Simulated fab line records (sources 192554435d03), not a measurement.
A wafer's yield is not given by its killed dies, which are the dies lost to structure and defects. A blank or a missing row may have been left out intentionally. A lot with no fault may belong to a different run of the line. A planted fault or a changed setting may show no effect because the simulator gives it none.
Which tool is to blame?    flow n5 finfet    36 wafers from 12 lots sampled at 3 of the route's 1938 steps

== WHAT EACH GAUGE READ, for each wafer ==
N5_MOL_CONTACT_COAG_INSPECT_10: inspects for defects (brightfield).
lot   measured      on                 raw defect count
L075  day 4 22:41   defect inspect-02  105 90 118
L077  day 5 10:58   defect inspect-01  74 83 50
L079  day 5 22:54   defect inspect-01  219 120 102
L081  day 6 10:56   defect inspect-01  40 43 40
L083  day 6 19:29   defect inspect-02  68 73 41
L085  day 7 11:03   defect inspect-02  81 98 104
L086  day 9 01:21   defect inspect-01  115 45 62
L089  day 9 03:04   defect inspect-02  51 53 81
L093  day 10 07:05  defect inspect-02  82 81 57
L094  day 10 12:30  defect inspect-01  129 109 102
L092  day 10 16:47  defect inspect-01  108 91 52
L097  day 10 22:52  defect inspect-01  73 106 57

== WHICH TOOL RAN EACH LOT (tool, then ch and the chambers of the sampled wafers, then the start) ==
lot   N5_HKMG_FIN_STRIP_69                  N5_GATE_CUT_CMP_43
L075  plasma asher-02 ch 0,1, day 4 12:21   cmp-02 ch 0,1,2, day 4 21:28
L077  plasma asher-01 ch 0,1, day 5 01:11   cmp-02 ch 0,2,3, day 5 10:02
L079  plasma asher-01 ch 0,1, day 5 13:46   cmp-03 ch 0,1,2, day 5 21:53
L081  plasma asher-01 ch 0,1, day 6 01:43   cmp-03 ch 0,2, day 6 09:50
L083  plasma asher-02 ch 0,1, day 6 10:25   cmp-03 ch 0,3, day 6 18:28
L085  plasma asher-01 ch 0,1, day 7 01:37   cmp-02 ch 0,2,3, day 7 09:49
L086  plasma asher-02 ch 0,1, day 8 14:08   cmp-03 ch 0,1,3, day 9 00:17
L089  plasma asher-01 ch 0,1, day 8 16:04   cmp-02 ch 0,1,3, day 9 01:50
L093  plasma asher-02 ch 0,1, day 9 19:09   cmp-01 ch 2,3, day 10 05:59
L094  plasma asher-02 ch 0,1, day 10 01:17  cmp-01 ch 1,2, day 10 11:23
L092  plasma asher-01 ch 0,1, day 10 04:17  cmp-02 ch 0,1,2, day 10 15:50
L097  plasma asher-01 ch 0,1, day 10 12:34  cmp-03 ch 1,2,3, day 10 21:46
- N5_HKMG_FIN_STRIP_69: strips in N2/H2, time 360 s.
- N5_GATE_CUT_CMP_43: polishes SiO2.

== THE ANSWER, worked out from the rows above alone ==
Rule: the usual values come from the lots themselves. Put in order of their means at a reading, lots are off if they are a third of the lots or fewer, leave a main group of 4 or more, and stand apart from it by a gap of 3 or more times the standard deviation of the main group's means; of several such gaps the widest counts. Not used: any main group whose means are identical at the precision the tables above print for the reading. Also off: a lot with no number at a reading for which 4 or more lots have one. Any other lot the step has rows for is counted as sound.
No lot is off at any reading shown: from this, nothing can be told.

== WHAT THE SIMULATOR HAD INSERTED ==
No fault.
